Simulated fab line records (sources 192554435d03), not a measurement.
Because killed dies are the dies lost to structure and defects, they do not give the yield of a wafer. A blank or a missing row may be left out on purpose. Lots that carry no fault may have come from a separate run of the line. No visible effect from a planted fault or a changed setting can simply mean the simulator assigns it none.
Split-lot study :: flow n5Finfet :: 21 wafers read across 7 lots, on a route 1938 steps long

SPLIT DETAILS
At N5_WELL_APT_PEB_23 (peb time 90 s), the setting pebTempC was moved away from the recipe's 130 C on 7 of the 21 wafers read, by -1.7% to +2.8%. For the rest of the wafers, this setting stayed at what the recipe calls for.

FROM THE SPLIT TO THE READING: what the file shows between them, 2 steps
- N5_WELL_APT_DEVELOP_24: develop time 45 s (also split here: developTimeS)
- N5_WELL_APT_HARDBAKE_29: time 120 s

THE READING
Shown in nm: cdNm at N5_WELL_APT_CD_MEAS_25, with target cd 200 nm. On this fab line, fault-free wafers typically give 199.1 nm with a standard deviation of 2.2 nm.

wafer: L078.1
tool, chamber at the split: lithoTrack-03, 0
pebTempC as run, C: 133
against the recipe: +2.3%
cdNm, nm: 211.9
against lot-mates on the recipe: +14.1

wafer: L078.2
tool, chamber at the split: lithoTrack-03, 0
pebTempC as run, C: 130
against the recipe: recipe
cdNm, nm: 196.5
against lot-mates on the recipe: -

wafer: L078.6
tool, chamber at the split: lithoTrack-03, 0
pebTempC as run, C: 130
against the recipe: recipe
cdNm, nm: 199.2
against lot-mates on the recipe: -

wafer: L080.1
tool, chamber at the split: lithoTrack-02, 0
pebTempC as run, C: 130
against the recipe: recipe
cdNm, nm: 199.8
against lot-mates on the recipe: -

wafer: L080.2
tool, chamber at the split: lithoTrack-02, 0
pebTempC as run, C: 130
against the recipe: recipe
cdNm, nm: 201.4
against lot-mates on the recipe: -

wafer: L080.6
tool, chamber at the split: lithoTrack-02, 0
pebTempC as run, C: 130
against the recipe: recipe
cdNm, nm: 199.3
against lot-mates on the recipe: -

wafer: L092.1
tool, chamber at the split: lithoTrack-03, 0
pebTempC as run, C: 130
against the recipe: recipe
cdNm, nm: 197.7
against lot-mates on the recipe: -

wafer: L092.3
tool, chamber at the split: lithoTrack-03, 0
pebTempC as run, C: 133.6
against the recipe: +2.8%
cdNm, nm: 211.9
against lot-mates on the recipe: +12.1

wafer: L092.4
tool, chamber at the split: lithoTrack-03, 0
pebTempC as run, C: 130
against the recipe: recipe
cdNm, nm: 202.0
against lot-mates on the recipe: -

wafer: L093.2
tool, chamber at the split: lithoTrack-05, 0
pebTempC as run, C: 132
against the recipe: +1.5%
cdNm, nm: 210.1
against lot-mates on the recipe: +9.9

wafer: L093.5
tool, chamber at the split: lithoTrack-05, 0
pebTempC as run, C: 132
against the recipe: +1.5%
cdNm, nm: 207.4
against lot-mates on the recipe: +7.2

wafer: L093.6
tool, chamber at the split: lithoTrack-05, 0
pebTempC as run, C: 130
against the recipe: recipe
cdNm, nm: 200.2
against lot-mates on the recipe: -

wafer: L094.3
tool, chamber at the split: lithoTrack-05, 0
pebTempC as run, C: 127.8
against the recipe: -1.7%
cdNm, nm: 186.1
against lot-mates on the recipe: -15.2

wafer: L094.4
tool, chamber at the split: lithoTrack-05, 0
pebTempC as run, C: 127.8
against the recipe: -1.7%
cdNm, nm: 187.4
against lot-mates on the recipe: -13.9

wafer: L094.5
tool, chamber at the split: lithoTrack-05, 0
pebTempC as run, C: 130
against the recipe: recipe
cdNm, nm: 201.3
against lot-mates on the recipe: -

wafer: L096.1
tool, chamber at the split: lithoTrack-05, 0
pebTempC as run, C: 130
against the recipe: recipe
cdNm, nm: 198.0
against lot-mates on the recipe: -

wafer: L096.5
tool, chamber at the split: lithoTrack-05, 0
pebTempC as run, C: 130
against the recipe: recipe
cdNm, nm: 196.5
against lot-mates on the recipe: -

wafer: L096.6
tool, chamber at the split: lithoTrack-05, 0
pebTempC as run, C: 130
against the recipe: recipe
cdNm, nm: 200.1
against lot-mates on the recipe: -

wafer: L097.2
tool, chamber at the split: lithoTrack-02, 0
pebTempC as run, C: 133.3
against the recipe: +2.5%
cdNm, nm: 215.4
against lot-mates on the recipe: +18.2

wafer: L097.4
tool, chamber at the split: lithoTrack-02, 0
pebTempC as run, C: 130
against the recipe: recipe
cdNm, nm: 196.9
against lot-mates on the recipe: -

wafer: L097.5
tool, chamber at the split: lithoTrack-02, 0
pebTempC as run, C: 130
against the recipe: recipe
cdNm, nm: 197.5
against lot-mates on the recipe: -

FIT RESULTS
A straight line over all 21 wafers: cdNm changes by +6.05 nm for each +1% of pebTempC; r = +0.97; the points scatter about the line by 2 nm.
The same after taking each lot's own level away (the mean of its wafers on the recipe; 21 wafers): +6.44 nm for each +1%; r = +0.96; scatter 2.1 nm.
That fit puts the effect of the largest move of pebTempC on the reading at 18 nm.
The lots' own levels span 197.20 to 201.30 nm, that is 1.9 times the standard deviation above.
Consequently the slope shifts little with the lot-to-lot level, the two slopes agreeing.
Check: +18.9 nm against its lot-mates is what the line predicts for one of the wafers moved furthest among these (+2.8%) when that wafer is left out of the fit. Against them it came out at +12.1 nm.

THE OTHER SPLITS THESE WAFERS WENT THROUGH
Before the reading, these wafers also passed through other splits. Each is held against what the fit with the lots' levels taken away leaves over:
other split on the same wafers: N5_WELL_APT_PEB_06 pebTimeS
wafers away from the commonest value: 4
r with cdNm (lot level and that fit taken away): -0.20

other split on the same wafers: N5_WELL_APT_DEVELOP_07 developTimeS
wafers away from the commonest value: 4
r with cdNm (lot level and that fit taken away): -0.16

other split on the same wafers: N5_WELL_APT_DEVELOP_24 developTimeS
wafers away from the commonest value: 8
r with cdNm (lot level and that fit taken away): +0.40

THE WHOLE CHAIN: every reading that the file lists as answering this split, in the file's order
step: N5_WELL_APT_CD_MEAS_25
what it does: target cd 200 nm
reading: cdNm
change (the file's fit): +6.07 nm for each +1% of the setting
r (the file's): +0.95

step: N5_WELL_APT_DESCUM_30
what it does: chemistry O2, time 7.9 s
reading: WELL_APT.cdNm (the simulator's own value, which no gauge read)
change (the file's fit): +6.01 nm for each +1% of the setting
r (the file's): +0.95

THE FILE'S OWN FIT
cdNm changes by +6.07 nm for each +1% of pebTempC, r = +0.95.
